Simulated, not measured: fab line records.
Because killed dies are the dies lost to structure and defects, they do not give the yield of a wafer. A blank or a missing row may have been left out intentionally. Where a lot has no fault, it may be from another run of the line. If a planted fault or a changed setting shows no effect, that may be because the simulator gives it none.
Which tool did it? -- flow n5Finfet -- 24 lots with 72 wafers sampled at 2 steps, on a route of 1938 steps

## WHAT EACH GAUGE READ, for each wafer
N5_BEOL_M3_CD_MEAS_35: target cd 18 nm, target cd y 21 nm.
lot,measured,on,cdNm (nm)
L074,day 8 10:20,cdSem-01,18.2 18.9 18.1
L075,day 8 15:12,cdSem-03,18.4 17.5 17.2
L078,day 9 04:30,cdSem-02,18.2 17.9 18.3
L077,day 9 17:34,cdSem-03,17.8 18.4 17.4
L079,day 10 07:08,cdSem-01,18.3 18.2 18.4
L080,day 10 10:24,cdSem-02,18.3 17.9 18.1
L081,day 10 14:02,cdSem-03,17.6 18.0 18.0
L082,day 10 22:34,cdSem-02,18.2 18.1 18.6
L083,day 11 03:38,cdSem-03,18.3 18.7 18.5
L084,day 11 15:56,cdSem-03,18.7 18.3 17.4
L085,day 12 17:05,cdSem-01,17.7 17.3 17.7
L087,day 12 17:05,cdSem-02,17.8 18.5 18.6
L086,day 12 17:35,cdSem-02,18.5 17.4 18.2
L089,day 13 07:42,cdSem-03,18.2 17.7 17.4
L076,day 13 08:05,cdSem-02,17.9 17.3 18.3
L090,day 13 11:40,cdSem-03,18.1 18.4 18.1
L088,day 14 02:50,cdSem-01,18.5 18.0 18.6
L091,day 14 03:35,cdSem-02,18.1 18.0 18.2
L092,day 14 10:08,cdSem-03,18.4 18.6 18.5
L093,day 14 14:36,cdSem-02,18.2 17.8 17.4
L094,day 14 14:59,cdSem-01,18.2 18.9 18.5
L095,day 14 17:50,cdSem-01,17.2 17.7 17.8
L096,day 14 18:04,cdSem-01,18.1 18.6 18.0
L097,day 14 21:11,cdSem-02,17.9 17.9 17.5

## EACH LOT AND THE TOOL THAT RAN IT (in order: tool; ch and the chambers of the sampled wafers; start)
lot,N5_BEOL_M3_TRENCH_ETCH_37
L074,"rieDiel-02 ch 1,3, day 8 10:20 or earlier"
L075,"rieDiel-02 ch 2,3, day 8 15:12 or earlier"
L078,"rieDiel-06 ch 1,3, day 9 04:30 or earlier"
L077,"rieDiel-04 ch 2,3, day 9 17:34 or earlier"
L079,"rieDiel-06 ch 1,3, day 10 07:08 or earlier"
L080,"rieDiel-06 ch 0,1,3, day 10 10:24 or earlier"
L081,"rieDiel-02 ch 0,1,2, day 10 14:02 or earlier"
L082,"rieDiel-06 ch 0,1,3, day 10 22:34 or earlier"
L083,"rieDiel-04 ch 0,2,3, day 11 03:38 or earlier"
L084,"rieDiel-04 ch 0,2,3, day 11 15:56 or earlier"
L085,"rieDiel-04 ch 0,2,3, day 12 17:05 or earlier"
L087,"rieDiel-06 ch 1,3, day 12 17:05 or earlier"
L086,"rieDiel-04 ch 0,3, day 12 17:35 or earlier"
L089,"rieDiel-06 ch 0,1, day 13 07:42 or earlier"
L076,"rieDiel-06 ch 0,1,3, day 13 08:05 or earlier"
L090,"rieDiel-04 ch 1,2, day 13 11:40 or earlier"
L088,"rieDiel-04 ch 0,1,2, day 14 02:50 or earlier"
L091,"rieDiel-06 ch 0,1,3, day 14 03:35 or earlier"
L092,"rieDiel-04 ch 1,2, day 14 10:08 or earlier"
L093,"rieDiel-04 ch 0,1,2, day 14 14:36 or earlier"
L094,"rieDiel-04 ch 0,1, day 14 14:59 or earlier"
L095,"rieDiel-06 ch 0,1,3, day 14 17:50 or earlier"
L096,"rieDiel-04 ch 1,2,3, day 14 18:04 or earlier"
L097,"rieDiel-06 ch 0,1, day 14 21:11 or earlier"
- N5_BEOL_M3_TRENCH_ETCH_37: etches SiOC in C4F6/O2, target depth 55.555 nm, time 29.2 s.

## AS READ BY THE TOOLS THEMSELVES (means over the sampled wafers that have a number; for cases with no such wafer, the mark the record gives instead)
N5_BEOL_M3_TRENCH_ETCH_37.
lot,tool,biasW (W),drypumpMotorCurrentA (A),oesProductAu (a.u.),rfFwdPowerW (W),rfVppV (V),showerheadPlenumPTorr (Torr),throttleValvePct (%)
L074,rieDiel-02,185.8,5.9,0.71,349.5,658,2.74,20.69
L075,rieDiel-02,185.1,5.6,0.71,350.0,675,2.81,20.87
L078,rieDiel-06,184.5,5.6,0.74,349.8,669,2.74,21.01
L077,rieDiel-04,184.7,5.4,0.71,348.6,670,2.91,20.99
L079,rieDiel-06,185.1,5.6,0.73,350.3,669,2.73,21.01
L080,rieDiel-06,185.0,5.3,0.77,351.9,673,2.75,20.92
L081,rieDiel-02,185.4,5.7,0.78,350.5,677,2.81,20.69
L082,rieDiel-06,184.2,5.3,0.76,351.0,673,2.74,20.91
L083,rieDiel-04,185.1,5.6,0.77,349.9,659,2.85,20.87
L084,rieDiel-04,184.7,5.6,0.76,349.5,659,2.85,20.87
L085,rieDiel-04,185.5,5.6,0.75,349.4,659,2.84,20.88
L087,rieDiel-06,185.3,5.5,0.72,350.8,670,2.72,21.14
L086,rieDiel-04,184.5,5.7,0.74,347.3,650,2.78,20.84
L089,rieDiel-06,185.2,5.2,0.79,350.5,675,2.76,20.73
L076,rieDiel-06,184.8,5.3,0.75,351.2,673,2.74,20.93
L090,rieDiel-04,184.5,5.9,0.88,350.3,666,3.02,20.88
L088,rieDiel-04,185.2,5.8,0.83,351.2,662,2.93,20.84
L091,rieDiel-06,184.9,5.3,0.74,352.0,673,2.73,20.95
L092,rieDiel-04,184.9,5.6,0.78,351.1,672,2.98,20.99
L093,rieDiel-04,184.5,5.8,0.82,350.6,661,2.93,20.86
L094,rieDiel-04,184.4,6.1,0.90,350.2,655,2.96,20.77
L095,rieDiel-06,184.7,5.3,0.74,351.7,673,2.73,20.96
L096,rieDiel-04,184.7,5.7,0.87,349.8,664,2.92,20.81
L097,rieDiel-06,184.7,5.4,0.74,351.1,671,2.74,20.86

## THE ANSWER, worked out from the rows above alone
Rule: the lots themselves supply what counts as usual. Put in order of their means at a reading, lots are off if they are a third of the lots or fewer, leave a main group of 4 or more, and stand apart from it by a gap of 3 or more times the standard deviation of the main group's means; of several such gaps the widest counts. Not used: any main group whose means are identical at the precision the tables above print for the reading. Also off: a lot with no number at a reading for which 4 or more lots have one. Where the step has rows for the other lots, those lots are counted as sound. The gauges are gone through in route order, then the tools' own readings, and for those a lot's mean is taken as printed above. The first step at which some lot is off is used, and at that step the reading that is off furthest; a lot without a number counts as furthest.
Nothing can be told from this: no lot is off at any reading shown.

## WHAT THE SIMULATOR PUT IN
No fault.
